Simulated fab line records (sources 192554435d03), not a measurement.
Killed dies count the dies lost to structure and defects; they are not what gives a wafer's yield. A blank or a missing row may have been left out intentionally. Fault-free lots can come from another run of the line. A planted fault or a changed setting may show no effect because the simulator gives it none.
A lot that was struck, set against a sound lot || flow n5-finfet || 12 steps out of a route of 1938
Sound: the wafers L271.2, L271.4, L271.5. Struck: wafers L278.2, L278.5. (L278.4 of the same lot was not struck and is left out.) The cause comes at the end.
At each step with rows: each side's tool, then ch and its chambers, then its first start. Under that, the readings that differ: sound wafers || struck wafers || difference of the means || sigmas: that difference in standard deviations of wafers without a fault.
alike: a reading whose means differ by less than 2 such deviations, as well as words and numbers matching on both sides. not compared: withheld readings; readings where some wafer has no value; bounds like >300 that might hide an equal value; numbers whose values overlap and for which the record gives no deviation.
A row with sigmas, a row that says differs or no value, or rows on one side alone: a step with any of these is where the two part. Numbers that don't overlap but have no deviation are shown without sigmas and don't part them. A reading that every wafer of one side lacks parts them only if that side has two wafers or more.

first, 9 steps without rows for these wafers: N5_BEOL_M3_PEB_09 (peb time 60 s); N5_BEOL_M3_DEVELOP_10 (develop time 30 s); N5_BEOL_M3_DESCUM_16 (chemistry O2, time 7 s); N5_BEOL_M3_ETCH_74 (etches underlayer in N2/H2, target depth 6.5 nm, time 5.2 s); N5_BEOL_M3_ETCH_63 (etches SiARC in CF4, target depth 15.6 nm, time 26 s); N5_BEOL_M3_ETCH_64 (etches SOC in N2/H2, target depth 75 nm, overetch 15 nm, time 112.5 s); N5_BEOL_M3_STRIP_65 (strips in N2/H2); N5_BEOL_M3_STRIP_75 (strips in N2/H2); N5_BEOL_M3_STRIP_66 (strips in CF4).
N5_BEOL_M3_HM_OPEN_17: chemistry Cl2/BCl3, target TiN, target depth 20 nm, overetch 6 nm.
  sound on rie-metal-02 ch 1, day 9 02:30; struck on rie-metal-02 ch 0,1, day 11 01:41
{"reading": "model.SOC_of_BEOL_M3_COAT_61.thk-nm (nm)", "sound": "52.8 52.8 52.4", "struck": "49.4 49.4", "difference": -3.3, "sigmas": ""}
  alike: drypump-motor-current-A, mfc-ar-sccm, oes-product-au, throttle-valve-pct
  not compared: rf-hours-counter-h, model.BEOL_M3.cd-offset-nm
then, 1 step without rows for these wafers: N5_BEOL_M3_STRIP_19 (strips in O2).
N5_BEOL_M4_RC_MEAS_101:
  sound on prober-01 ch 0, day 10 01:50; struck on prober-02 ch 0, day 12 05:01
  alike: DIBL_N, DIBL_P, IOFF_N, IOFF_P, ION_N, ION_P, SS_N, SS_P, VT_N, VT_P

WHERE THEY PART
Nowhere in this record.

WHY: whatever the simulator had introduced
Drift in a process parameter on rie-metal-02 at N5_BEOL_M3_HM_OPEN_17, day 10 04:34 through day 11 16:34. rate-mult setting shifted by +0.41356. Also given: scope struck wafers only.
